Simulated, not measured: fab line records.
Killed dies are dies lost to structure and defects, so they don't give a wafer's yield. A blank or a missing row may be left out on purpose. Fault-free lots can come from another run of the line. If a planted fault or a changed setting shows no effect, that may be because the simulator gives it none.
Chamber matching    flow nand harc    3 sister chambers for NHARC_A_CHANNEL_FILL_D2_CMP_10 on cmp-02
The step polishes, target thk 150 nm. 14 wafers are shown with their chamber, then 6 later ones without.

== EACH WAFER AND ITS CHAMBER ==
wafer   chamber  motor current A (A)  slurry filter dp kPa (kPa)  time to endpoint s (s)
L080.4  0        12.6                 13.62                       13.1
L080.5  0        12.5                 13.39                       11.4
L080.6  3        11.5                 13.66                       12.7
L085.2  0        12.6                 13.60                       11.5
L085.3  3        11.7                 13.49                       12.3
L085.6  2        11.5                 13.54                       15.7
L086.3  3        11.0                 13.57                       12.5
L086.4  2        11.0                 13.53                       12.0
L086.5  3        11.6                 13.31                       14.3
L087.2  3        11.1                 13.59                       16.8
L087.4  0        12.2                 13.80                       14.4
L087.5  2        11.2                 13.44                       13.5
L090.1  2        11.0                 13.27                       14.9
L090.5  2        10.7                 13.41                       14.4

SIGNATURES (means of the wafers above)
reading               chamber 0  chamber 2  chamber 3  scatter within a chamber
motor current A       12.475     11.080     11.380     0.277
slurry filter dp kPa  13.6025    13.4380    13.5240    0.136
time to endpoint s    12.600     14.100     13.720     1.61
Rule: distance of a wafer from a chamber = root of the sum over the readings of ((wafer's reading minus chamber's mean) / reading's scatter) squared. If the next closest chamber is less than 2 further off than the closest, the wafer can't be placed; otherwise it belongs to the closest. How the scatter is found: for the shown wafers, subtract from each reading the mean of its chamber, square and add these, divide the total by (wafers less chambers), then take the root.

== WAFERS MISSING THEIR CHAMBER ==
wafer   motor current A (A)  slurry filter dp kPa (kPa)  time to endpoint s (s)
L090.6  11.3                 13.48                       15.9
L091.4  10.9                 13.37                       14.1
L091.6  13.0                 13.36                       12.1
L097.2  12.0                 13.63                       13.9
L097.3  11.4                 13.49                       15.5
L097.5  11.3                 13.52                       16.3

== WHICH CHAMBER EACH ONE RAN IN ==
wafer   from the rows above           in truth
L090.6  can't be placed: 2 or 3       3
L091.4  can't be placed: 2 or 3       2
L091.6  0                             0
L097.2  can't be placed: 0 or 3 or 2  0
L097.3  can't be placed: 3 or 2       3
L097.5  can't be placed: 3 or 2       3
1 of 6 placed correctly. Not placeable from these rows: 5 (in 5, the candidates include the true chamber). 0 placed wrongly.
